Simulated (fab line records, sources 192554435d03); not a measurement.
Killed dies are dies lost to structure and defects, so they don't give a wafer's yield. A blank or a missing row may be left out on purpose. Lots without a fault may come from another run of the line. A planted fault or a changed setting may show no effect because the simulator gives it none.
Which tool did it? | flow n5_finfet | 12 lots, 36 wafers sampled, at 3 steps of a route of 1938

WHAT THE GAUGES READ, wafer by wafer
N5_BEOL_M8_OCD_MEAS_38.
lot  | measured     | on     | trench_depth_nm (nm)
L074 | day 9 18:27  | ocd-01 | 92.5 93.5 92.0
L077 | day 10 06:46 | ocd-02 | 92.9 90.1 89.5
L078 | day 10 10:43 | ocd-01 | 90.1 93.1 92.8
L081 | day 11 08:10 | ocd-01 | 94.8 90.7 90.1
L082 | day 11 13:42 | ocd-01 | 89.7 89.1 90.4
L086 | day 12 10:45 | ocd-01 | 92.8 93.7 93.3
L087 | day 12 18:07 | ocd-02 | 92.5 93.2 91.8
L088 | day 13 15:40 | ocd-02 | 94.2 93.5 92.9
L091 | day 14 02:28 | ocd-02 | 94.5 93.4 94.5
L094 | day 14 11:34 | ocd-01 | 94.9 89.6 94.2
L095 | day 14 18:17 | ocd-01 | 93.5 90.5 93.4
L097 | day 15 01:20 | ocd-01 | 93.6 93.9 93.2

WHICH TOOL RAN EACH LOT (tool, then ch and the chambers of the sampled wafers, then the start)
lot  | N5_BEOL_M8_TRENCH_ETCH_37                     | N5_BEOL_M8_STRIP_80
L074 | rie_diel-03 ch 0,2,3, day 9 18:27 or earlier  | rie_diel-03 ch 0,2,3, day 9 18:27 or earlier
L077 | rie_diel-03 ch 1,3, day 10 06:46 or earlier   | rie_diel-03 ch 1,3, day 10 06:46 or earlier
L078 | rie_diel-04 ch 1,2,3, day 10 10:43 or earlier | rie_diel-04 ch 1,2,3, day 10 10:43 or earlier
L081 | rie_diel-04 ch 0,1,2, day 11 08:10 or earlier | rie_diel-04 ch 0,1,2, day 11 08:10 or earlier
L082 | rie_diel-04 ch 0,1, day 11 13:42 or earlier   | rie_diel-04 ch 0,1, day 11 13:42 or earlier
L086 | rie_diel-06 ch 1,2, day 12 10:45 or earlier   | rie_diel-06 ch 1,2, day 12 10:45 or earlier
L087 | rie_diel-06 ch 2,3, day 12 18:07 or earlier   | rie_diel-06 ch 2,3, day 12 18:07 or earlier
L088 | rie_diel-03 ch 0,2, day 13 15:40 or earlier   | rie_diel-03 ch 0,2, day 13 15:40 or earlier
L091 | rie_diel-06 ch 1,2, day 14 02:28 or earlier   | rie_diel-06 ch 1,2, day 14 02:28 or earlier
L094 | rie_diel-04 ch 1,2, day 14 11:34 or earlier   | rie_diel-04 ch 1,2, day 14 11:34 or earlier
L095 | rie_diel-03 ch 0,1,3, day 14 18:17 or earlier | rie_diel-03 ch 0,1,3, day 14 18:17 or earlier
L097 | rie_diel-04 ch 2,3, day 15 01:20 or earlier   | rie_diel-04 ch 2,3, day 15 01:20 or earlier
- N5_BEOL_M8_TRENCH_ETCH_37: etches SiCOH lowk in C4F6/O2, target depth 93.478 nm, time 31.2 s.
- N5_BEOL_M8_STRIP_80: strips in N2/H2, time 10 s.

THE ANSWER, worked out from the rows above alone
Rule: what is usual is taken from the lots themselves. Put in order of their means at a reading, lots are off if they are a third of the lots or fewer, leave a main group of 4 or more, and stand apart from it by a gap of 3 or more times the standard deviation of the main group's means; of several such gaps the widest counts. A main group whose means are all the same, to the digits that the tables above print for the reading, isn't used. A lot without any number at a reading at which 4 lots or more have one is off too. The other lots that the step has rows for count as sound.
No lot is off at any reading shown: from this, nothing can be told.

WHAT THE SIMULATOR HAD PUT IN
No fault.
